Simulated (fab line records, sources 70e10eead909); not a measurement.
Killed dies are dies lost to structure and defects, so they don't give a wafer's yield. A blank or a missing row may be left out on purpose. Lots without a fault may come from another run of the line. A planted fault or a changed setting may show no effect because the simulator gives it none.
One fault seen from 2 desks | flow nand_harc | each desk has only its own numbers; what lay behind them comes last

THE METROLOGY DESK
What the gauges read, lot by lot, whatever tool the lot ran on: means of the sampled wafers that have a number. A lot is out of limits, marked OUT, if its mean lies more than 4 standard deviations from the usual mean; the brackets give that distance.
Columns: A = thk_nm at NHARC_P_M1_THK_MEAS_24, usual 157.6 nm
lot  | first seen here | A
L486 | day 6 06:07     | 158.3
L490 | day 8 04:10     | 158.1
L491 | day 8 11:34     | 158.0
L493 | day 9 12:51     | 157.9
L494 | day 9 20:39     | 157.7
L500 | day 12 08:26    | 156.3
L501 | day 12 14:50    | 30.2 (-99 or more) OUT
L502 | day 12 18:23    | 29.6 (-99 or more) OUT
L506 | day 14 14:36    | 158.0
L507 | day 15 04:14    | 158.8
L509 | day 15 21:01    | 157.0
L508 | day 15 21:47    | 156.8
This desk's finding: out of limits on L501, L502; first on L501, day 12 14:50 (thk_nm at NHARC_P_M1_THK_MEAS_24). In limits: L486, L490, L491, L493, L494, L500, L506, L507, L509, L508.

THE TOOL OWNER'S DESK: ecd_cu-02
The tool's own readings at NHARC_P_M1_ECD_22 (material Cu, target thk 400 nm): means of the sampled wafers that have a number, for each lot that ran on this tool. A lot is out of limits, marked OUT, if its mean lies more than 4 standard deviations from the usual mean; the brackets give that distance.
Columns: A = bath_heat_duty_pct at NHARC_P_M1_ECD_22, usual 6.6 %; B = bath_temp_c at NHARC_P_M1_ECD_22, usual 25.00 C
lot  | first seen here | A   | B
L491 | day 8 10:25     | 6.8 | 25.02
L500 | day 12 07:23    | 7.3 | 24.91
L506 | day 14 13:32    | 7.3 | 25.00
L507 | day 15 03:11    | 7.1 | 24.99
L509 | day 15 19:59    | 6.9 | 25.00
This desk's finding: nothing out of limits on any of the 5 lots.

PUT TOGETHER
The metrology desk could have raised an alarm at day 12 14:50, on L501, L502.
The tool owner's desk saw nothing out of limits.
The tool owner's desk has no number on record for L501, L502.
Of the lots named, all ran NHARC_P_M1_ECD_22 on ecd_cu-02.

WHAT THE SIMULATOR HAD PUT IN
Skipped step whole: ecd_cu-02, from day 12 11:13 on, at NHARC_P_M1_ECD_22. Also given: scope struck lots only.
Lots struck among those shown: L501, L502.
Hours from the fault's start to each desk's first reading out of limits: the metrology desk, 4.
